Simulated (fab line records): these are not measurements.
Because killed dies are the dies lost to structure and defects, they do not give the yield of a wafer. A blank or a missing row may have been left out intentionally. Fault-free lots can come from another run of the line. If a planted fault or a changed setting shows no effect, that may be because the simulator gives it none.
Chamber matching ; flow nand-harc ; NHARC_A_BONDPAD_ETCH_34 on rie-diel-11 has 4 sister chambers
The step etches the open film in N2/H2, target depth 60 nm, overetch 18 nm, time 65.91 s. 15 wafers are shown with their chamber, then 7 later ones without.

WAFERS WITH THEIR CHAMBER
wafer;chamber;drypump-motor-current-A (A);oes-product-au (a.u.);rf-vpp-V (V)
L797.2;2;6.6;1.022;431.9
L797.3;1;5.1;0.988;429.4
L797.6;0;5.4;0.988;433.6
L801.1;3;5.9;1.030;430.5
L801.2;1;5.1;0.990;430.9
L801.4;2;6.6;1.019;430.7
L804.4;2;6.6;1.016;431.6
L804.5;0;5.4;0.998;433.3
L804.6;3;5.9;1.019;430.8
L803.1;3;5.9;1.024;429.2
L803.3;0;5.4;1.005;435.2
L803.4;1;5.2;0.996;429.1
L811.2;3;5.9;1.021;430.0
L811.4;1;5.1;0.979;430.5
L812.1;3;5.9;1.022;430.0

SIGNATURES, as means of the wafers listed above
reading;chamber 0;chamber 1;chamber 2;chamber 3;scatter within a chamber
drypump-motor-current-A;5.400;5.125;6.600;5.900;0.0261
oes-product-au;0.99700;0.98825;1.01900;1.02320;0.0059
rf-vpp-V;434.033;429.975;431.400;430.100;0.773
Rule: distance of a wafer from a chamber = root of the sum over the readings of ((wafer's reading minus chamber's mean) / reading's scatter) squared. If the next closest chamber is less than 2 further off than the closest, the wafer can't be placed; otherwise it belongs to the closest. How the scatter is found: for the shown wafers, subtract from each reading the mean of its chamber, square and add these, divide the total by (wafers less chambers), then take the root.

WAFERS MISSING THEIR CHAMBER
wafer;drypump-motor-current-A (A);oes-product-au (a.u.);rf-vpp-V (V)
L812.6;5.1;0.978;430.7
L818.1;5.4;0.994;433.7
L818.2;5.9;1.023;430.3
L818.5;5.1;0.981;429.0
L819.2;5.1;0.983;428.5
L819.4;6.6;0.977;430.8
L819.6;5.9;1.024;430.4

THE CHAMBER EACH PASSED THROUGH
wafer;from the rows above;in truth
L812.6;1;1
L818.1;0;0
L818.2;3;3
L818.5;1;1
L819.2;1;1
L819.4;2;2
L819.6;3;3
7 of 7 placed correctly. Not placeable from these rows: 0. Number placed wrongly: 0.
